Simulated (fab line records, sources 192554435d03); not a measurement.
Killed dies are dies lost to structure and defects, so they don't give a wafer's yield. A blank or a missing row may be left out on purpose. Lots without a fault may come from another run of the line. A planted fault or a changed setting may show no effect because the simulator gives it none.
Chamber matching | flow n5_finfet | N5_SDB_HM_DEP_00 on pecvd-04: 3 sister chambers
The step deposits SiNx from SiH4/NH3/N2, target thk 40 nm, time 35.3 s. 3 wafers are shown with their chamber, then 7 later ones without.

WAFERS WITH THEIR CHAMBER
wafer  | chamber | throttle_valve_pct (%)
L085.6 | 1       | 35.9
L086.1 | 0       | 38.7
L086.5 | 2       | 41.2

WAFERS WITHOUT THEIR CHAMBER
wafer  | throttle_valve_pct (%)
L086.6 | 36.1
L091.1 | 40.8
L091.2 | 39.1
L091.3 | 36.2
L097.3 | 36.3
L097.4 | 38.8
L097.6 | 36.2

WHICH CHAMBER EACH WENT THROUGH
wafer  | from the rows above | in truth
L086.6 | 1                   | 1
L091.1 | 2                   | 2
L091.2 | 0                   | 0
L091.3 | 1                   | 1
L097.3 | 1                   | 1
L097.4 | 0                   | 0
L097.6 | 1                   | 1
Placed correctly: 7 of 7. Can't be placed from these rows: 0. Placed wrongly: 0.
How it was worked out, from the rows above alone: a wafer's distance from a chamber is the root of the sum, over the readings, of the square of ((its reading less the chamber's mean) divided by the reading's scatter). The wafer belongs to the nearest chamber; if the next one is less than 2 further off, it can't be placed. A chamber's mean is the mean of its shown wafers. The scatter: with one shown wafer a chamber, the root of the mean of the squares of how far each hidden wafer lies from its nearest shown one.
